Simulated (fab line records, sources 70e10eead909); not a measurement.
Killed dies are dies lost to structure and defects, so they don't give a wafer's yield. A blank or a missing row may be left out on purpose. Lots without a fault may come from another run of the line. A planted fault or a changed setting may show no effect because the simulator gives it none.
Chamber matching | flow nand_harc | NHARC_A_WL_FILL_ETCHBACK_26 on rie_si-03: 4 sister chambers
The step etches the open film in HBr, target depth 52 nm, time 13.3 s. 8 wafers are shown with their chamber, then 10 later ones without.

WAFERS WITH THEIR CHAMBER
wafer  | chamber | drypump_motor_current_A (A) | chamber_pressure_mTorr (mTorr)
L078.3 | 2       | 5.7                         | 15.016
L078.5 | 2       | 5.7                         | 15.011
L076.1 | 3       | 5.3                         | 14.994
L088.3 | 1       | 6.2                         | 15.021
L088.4 | 0       | 6.6                         | 15.009
L088.6 | 3       | 5.2                         | 15.005
L091.1 | 1       | 6.2                         | 15.005
L091.3 | 0       | 6.6                         | 14.998

WAFERS WITHOUT THEIR CHAMBER
wafer  | drypump_motor_current_A (A) | chamber_pressure_mTorr (mTorr)
L091.4 | 5.7                         | 14.992
L092.2 | 5.3                         | 14.988
L092.4 | 5.7                         | 15.001
L092.6 | 5.2                         | 15.012
L093.1 | 5.7                         | 14.988
L093.5 | 6.6                         | 15.000
L093.6 | 5.3                         | 15.011
L097.1 | 6.2                         | 15.005
L097.2 | 5.7                         | 15.019
L097.6 | 6.6                         | 14.972

WHICH CHAMBER EACH WENT THROUGH
wafer  | from the rows above | in truth
L091.4 | 2                   | 2
L092.2 | 3                   | 3
L092.4 | 2                   | 2
L092.6 | 3                   | 3
L093.1 | 2                   | 2
L093.5 | 0                   | 0
L093.6 | 3                   | 3
L097.1 | 1                   | 1
L097.2 | 2                   | 2
L097.6 | 0                   | 0
Placed correctly: 10 of 10. Can't be placed from these rows: 0. Placed wrongly: 0.
How it was worked out, from the rows above alone: a wafer's distance from a chamber is the root of the sum, over the readings, of the square of ((its reading less the chamber's mean) divided by the reading's scatter). The wafer belongs to the nearest chamber; if the next one is less than 2 further off, it can't be placed. A chamber's mean is the mean of its shown wafers. The scatter: the root of (the sum of the squares of (reading less its chamber's mean) over the shown wafers, divided by (wafers less chambers)).
